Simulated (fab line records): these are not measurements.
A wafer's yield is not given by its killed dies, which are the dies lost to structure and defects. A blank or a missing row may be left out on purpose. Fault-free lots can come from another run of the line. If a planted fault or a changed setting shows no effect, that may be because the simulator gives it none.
Which tool did it? ; flow nandHarc ; 39 wafers from 13 lots sampled at 6 of the route's 1302 steps

## WHAT THE GAUGES READ, wafer by wafer
NHARC_A_ONON_D1_THK_MEAS_02: measures by ellipsometry.
lot;measured;on;thkNm (nm)
L589;day 8 13:25;filmMetro-01;972 972 972
L590;day 8 19:31;filmMetro-01;1001 999 1000
L592;day 9 15:14;filmMetro-01;993 992 992
L594;day 10 05:47;filmMetro-02;994 995 993
L595;day 11 01:59;filmMetro-01;991 992 991
L596;day 11 05:55;filmMetro-02;1004 1005 1005
L602;day 13 21:13;filmMetro-01;1023 1023 1025
L603;day 14 12:36;filmMetro-02;988 990 989
L605;day 15 06:38;filmMetro-02;1009 1009 1008
L607;day 15 22:52;filmMetro-02;982 981 982
L606;day 15 22:52;filmMetro-01;970 970 971
L608;day 16 04:32;filmMetro-01;1007 1006 1008
L609;day 16 21:10;filmMetro-01;1004 1002 1004

NHARC_A_ONON_D1_THK_MEAS_30: measures by ellipsometry.
lot;measured;on;thkNm (nm)
L589;day 9 01:35;filmMetro-02;1019 1016 1018
L590;day 9 11:31;filmMetro-01;987 989 988
L592;day 10 03:35;filmMetro-02;990 990 989
L594;day 10 19:04;filmMetro-02;1551 996 1552
L595;day 11 17:55;filmMetro-02;1006 1004 1004
L596;day 11 17:55;filmMetro-01;1560 1006 1560
L602;day 14 14:46;filmMetro-02;1002 1003 1004
L603;day 15 00:57;filmMetro-01;1007 1007 1005
L605;day 15 18:56;filmMetro-02;1009 1010 1010
L607;day 16 15:19;filmMetro-01;998 996 997
L606;day 16 15:09;filmMetro-01;991 993 994
L608;day 16 15:31;filmMetro-01;1013 1013 1015
L609;day 17 11:35;filmMetro-01;994 994 996

NHARC_END_SORT_01.
lot;measured;on;killedAtArray;killedAtOther;killedAtPeriphery;killedDies;killedOpen;killedShort
L594;day 26 06:37;prober-01;672 55 675;0 1 0;5 2 2;677 58 677;6 2 2;3 1 5
L596;day 27 15:25;prober-01;674 64 674;1 1 0;2 2 3;677 67 677;3 2 4;3 2 4

## TOOL THAT RAN EACH LOT (tool first, then ch and the chambers of the sampled wafers, then the start)
lot;NHARC_A_ONON_D1_DEP_28;NHARC_A_CHANNEL_HOLE_D1_DEP_01;NHARC_A_CHANNEL_HOLE_D1_ETCH_34
L589;pecvdOnon-04 ch 0, day 9 01:05;pecvd-01 ch 0,2, day 9 04:10;rieDiel-10 ch 0,2,3, no start
L590;pecvdOnon-04 ch 0, day 9 11:01;pecvd-02 ch 0,1, day 9 15:45;rieDiel-13 ch 1,2,3, no start
L592;pecvdOnon-04 ch 0, day 10 03:04;pecvd-02 ch 0,1,2, day 10 06:07;rieDiel-01 ch 0,1, no start
L594;pecvdOnon-04 ch 0, day 10 18:33;pecvd-01 ch 0, day 10 22:04;rieDiel-13 ch 0, day 26 06:37 or earlier
L595;pecvdOnon-02 ch 0, day 11 17:28;pecvd-01 ch 0,1, day 11 20:30;rieDiel-13 ch 1,2,3, no start
L596;pecvdOnon-04 ch 0, day 11 17:24;pecvd-03 ch 0, day 11 21:22;rieDiel-01 ch 3, day 27 15:25 or earlier
L602;pecvdOnon-04 ch 0, day 14 14:15;pecvd-03 ch 0,2, day 14 17:21;rieDiel-01 ch 0,2,3, no start
L603;pecvdOnon-01 ch 0, day 15 00:26;pecvd-01 ch 1,2, day 15 04:53;rieDiel-10 ch 0,1, day 15 06:13
L605;pecvdOnon-02 ch 0, day 15 18:29;pecvd-03 ch 0,1, day 15 22:40;rieDiel-01 ch 0,1,3, no start
L607;pecvdOnon-01 ch 0, day 16 14:51;pecvd-01 ch 0,1,2, day 16 18:00;rieDiel-01 ch 0,3, no start
L606;pecvdOnon-04 ch 0, day 16 14:42;pecvd-02 ch 0,1,2, day 16 17:41;rieDiel-13 ch 1,3, no start
L608;pecvdOnon-04 ch 0, day 16 15:00;pecvd-01 ch 1,2, day 16 19:36;rieDiel-10 ch 0,1,2, no start
L609;pecvdOnon-01 ch 0, day 17 11:05;pecvd-02 ch 0,1,2, day 17 14:10;rieDiel-13 ch 0,1,2, no start
- NHARC_A_ONON_D1_DEP_28: target thk 1000 nm.
- NHARC_A_CHANNEL_HOLE_D1_DEP_01: deposits SiON, target thk 140 nm.
- NHARC_A_CHANNEL_HOLE_D1_ETCH_34: etches the open film in CF4/CHF3, target depth 154 nm, time 77 s.

## WHAT THE TOOLS THEMSELVES READ (means of the sampled wafers that have a number; where no wafer has one, the mark that the record gives instead)
NHARC_A_CHANNEL_HOLE_D1_DEP_01.
lot;tool;chamberPressureTorr (Torr);heaterPowerW (W)
L589;pecvd-01;3.497;806
L590;pecvd-02;3.497;739
L592;pecvd-02;3.499;768
L594;pecvd-01;3.491;896
L595;pecvd-01;3.500;791
L596;pecvd-03;3.508;716
L602;pecvd-03;3.500;832
L603;pecvd-01;3.503;674
L605;pecvd-03;3.496;792
L607;pecvd-01;3.500;764
L606;pecvd-02;3.500;731
L608;pecvd-01;3.499;676
L609;pecvd-02;3.501;734

NHARC_A_CHANNEL_HOLE_D1_ETCH_34.
lot;tool;chf3FlowSccm (sccm);drypumpMotorCurrentA (A);oesProductAu (a.u.);rfVppV (V);showerheadPlenumPTorr (Torr);throttleValvePct (%)
L589;rieDiel-10;30.04;5.7;0.960;371.2;1.59;16.801
L590;rieDiel-13;29.97;5.7;0.965;370.1;1.57;16.796
L592;rieDiel-01;29.92;5.7;0.975;369.9;1.56;16.802
L594;rieDiel-13;29.99;5.8;0.934;367.4;1.48;16.797
L595;rieDiel-13;29.98;5.7;0.927;370.3;1.56;16.799
L596;rieDiel-01;29.78;5.7;0.949;367.7;1.53;16.808
L602;rieDiel-01;29.98;5.7;0.958;369.3;1.53;16.804
L603;rieDiel-10;29.95;5.7;0.990;368.7;1.53;16.792
L605;rieDiel-01;30.01;5.8;0.967;369.0;1.54;16.799
L607;rieDiel-01;30.03;5.6;0.922;369.3;1.53;16.797
L606;rieDiel-13;30.01;6.1;0.954;370.1;1.53;16.809
L608;rieDiel-10;30.00;5.5;0.923;369.3;1.53;16.796
L609;rieDiel-13;30.04;5.9;0.958;369.2;1.52;16.794

## THE ANSWER, worked out from the rows above alone
Rule: the lots themselves supply what counts as usual. The widest of any qualifying gaps counts: lots, ordered by their means at a reading, are off when they make up no more than a third of the lots, leave a main group of 4 or more, and stand apart from it by 3 or more times the standard deviation of that group's means. If all means in a main group match to the digits the tables above print for the reading, that group is not used. Also off: a lot with no number at a reading for which 4 or more lots have one. The other lots that the step has rows for count as sound. After the gauges, taken in route order, come the tools' own readings; for these a lot's mean is taken, as printed above. The first step at which some lot is off is used, and at that step the reading that is off furthest; a lot without a number counts as furthest.
Off at NHARC_A_ONON_D1_THK_MEAS_30 (thkNm): L594, L596. Main group: mean 1002 nm, sd 9.4.
If a tool, at a process step before that reading, ran all the lots that are off and no sound lot after the first of them, it fits. Gauges at NHARC_A_ONON_D1_THK_MEAS_30: tried the same way as those tools. No candidate that was tried fits.

## WHAT HAD BEEN PUT IN BY THE SIMULATOR
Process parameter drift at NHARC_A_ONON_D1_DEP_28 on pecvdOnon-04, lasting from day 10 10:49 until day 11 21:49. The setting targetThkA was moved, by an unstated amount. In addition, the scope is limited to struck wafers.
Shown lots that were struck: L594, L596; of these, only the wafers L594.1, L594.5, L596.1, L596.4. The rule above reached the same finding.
